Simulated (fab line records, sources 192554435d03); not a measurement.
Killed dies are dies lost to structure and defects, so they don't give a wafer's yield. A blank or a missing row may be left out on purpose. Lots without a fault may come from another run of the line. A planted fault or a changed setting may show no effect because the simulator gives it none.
Which tool did it? | flow n5_finfet | 11 lots, 33 wafers sampled, at 1 step of a route of 1938

WHAT THE GAUGES READ, wafer by wafer
N5_BEOL_M13_OCD_MEAS_35.
lot  | measured     | on     | trench_depth_nm (nm)
L395 | day 12 02:17 | ocd-02 | 406 424 420
L396 | day 12 14:07 | ocd-02 | 424 412 427
L398 | day 12 20:52 | ocd-01 | 415 415 422
L399 | day 13 11:40 | ocd-01 | 417 420 417
L400 | day 13 18:42 | ocd-01 | 409 415 409
L403 | day 14 16:31 | ocd-01 | 416 408 420
L407 | day 14 20:37 | ocd-02 | 412 409 414
L413 | day 16 20:46 | ocd-02 | 418 422 427
L412 | day 16 22:07 | ocd-01 | 411 423 413
L415 | day 17 00:15 | ocd-02 | 419 420 425
L416 | day 17 10:33 | ocd-02 | 408 408 404

WHICH TOOL RAN EACH LOT (tool, then ch and the chambers of the sampled wafers, then the start)
The record holds no process step before these readings.

THE ANSWER, worked out from the rows above alone
Rule: what is usual is taken from the lots themselves. Put in order of their means at a reading, lots are off if they are a third of the lots or fewer, leave a main group of 4 or more, and stand apart from it by a gap of 3 or more times the standard deviation of the main group's means; of several such gaps the widest counts. A main group whose means are all the same, to the digits that the tables above print for the reading, isn't used. A lot without any number at a reading at which 4 lots or more have one is off too. The other lots that the step has rows for count as sound.
No lot is off at any reading shown: from this, nothing can be told.

WHAT THE SIMULATOR HAD PUT IN
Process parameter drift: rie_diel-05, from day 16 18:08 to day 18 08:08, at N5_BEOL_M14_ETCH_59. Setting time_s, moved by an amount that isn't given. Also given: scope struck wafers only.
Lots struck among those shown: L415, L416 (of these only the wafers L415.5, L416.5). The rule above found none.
